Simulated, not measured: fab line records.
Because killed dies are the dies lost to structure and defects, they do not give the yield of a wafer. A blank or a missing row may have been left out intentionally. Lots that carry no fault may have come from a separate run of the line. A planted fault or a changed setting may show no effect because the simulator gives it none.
Chamber matching :: flow n5_finfet :: N5_BEOL_M2_ILD_DEP_00 on pecvd-02: 3 sister chambers
The step deposits SiOC from DEMS/O2, target thk 79 nm, time 15.3 s. 6 wafers are shown with their chamber, then 7 later ones without.

EACH WAFER AND ITS CHAMBER
wafer: L087.1
chamber: 2
throttle_valve_pct (%): 11.2
chamber_pressure_Torr (Torr): 5.009

wafer: L086.2
chamber: 0
throttle_valve_pct (%): 11.5
chamber_pressure_Torr (Torr): 5.015

wafer: L086.3
chamber: 2
throttle_valve_pct (%): 11.2
chamber_pressure_Torr (Torr): 5.012

wafer: L086.6
chamber: 0
throttle_valve_pct (%): 11.7
chamber_pressure_Torr (Torr): 5.003

wafer: L090.1
chamber: 1
throttle_valve_pct (%): 12.3
chamber_pressure_Torr (Torr): 5.004

wafer: L090.4
chamber: 1
throttle_valve_pct (%): 12.7
chamber_pressure_Torr (Torr): 4.997

WAFERS WITHOUT THEIR CHAMBER
wafer: L090.5
throttle_valve_pct (%): 11.9
chamber_pressure_Torr (Torr): 5.013

wafer: L092.2
throttle_valve_pct (%): 12.6
chamber_pressure_Torr (Torr): 5.003

wafer: L092.3
throttle_valve_pct (%): 11.3
chamber_pressure_Torr (Torr): 4.979

wafer: L092.6
throttle_valve_pct (%): 10.8
chamber_pressure_Torr (Torr): 4.982

wafer: L094.2
throttle_valve_pct (%): 11.8
chamber_pressure_Torr (Torr): 5.012

wafer: L094.3
throttle_valve_pct (%): 11.3
chamber_pressure_Torr (Torr): 5.024

wafer: L094.4
throttle_valve_pct (%): 11.4
chamber_pressure_Torr (Torr): 4.985

THE CHAMBER EACH PASSED THROUGH
wafer: L090.5
from the rows above: 0
in truth: 0

wafer: L092.2
from the rows above: 1
in truth: 1

wafer: L092.3
from the rows above: can't be placed: 0 or 2
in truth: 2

wafer: L092.6
from the rows above: can't be placed: 2 or 0
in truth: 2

wafer: L094.2
from the rows above: 0
in truth: 0

wafer: L094.3
from the rows above: can't be placed: 2 or 0
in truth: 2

wafer: L094.4
from the rows above: can't be placed: 0 or 2
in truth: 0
Correctly placed: 3 of 7. Cannot be placed on the basis of these rows: 4; the candidates contain the true chamber in 4. Placed wrongly: 0.
How it was worked out, from the rows above alone: a wafer's distance from a chamber is the root of the sum, over the readings, of the square of ((its reading less the chamber's mean) divided by the reading's scatter). If the next closest chamber is less than 2 further off than the closest, the wafer can't be placed; otherwise it belongs to the closest. The mean given for a chamber averages the wafers shown for that chamber. The scatter: take each reading less its chamber's mean, square it, sum over the shown wafers, divide by the number of wafers less the number of chambers, and take the root.
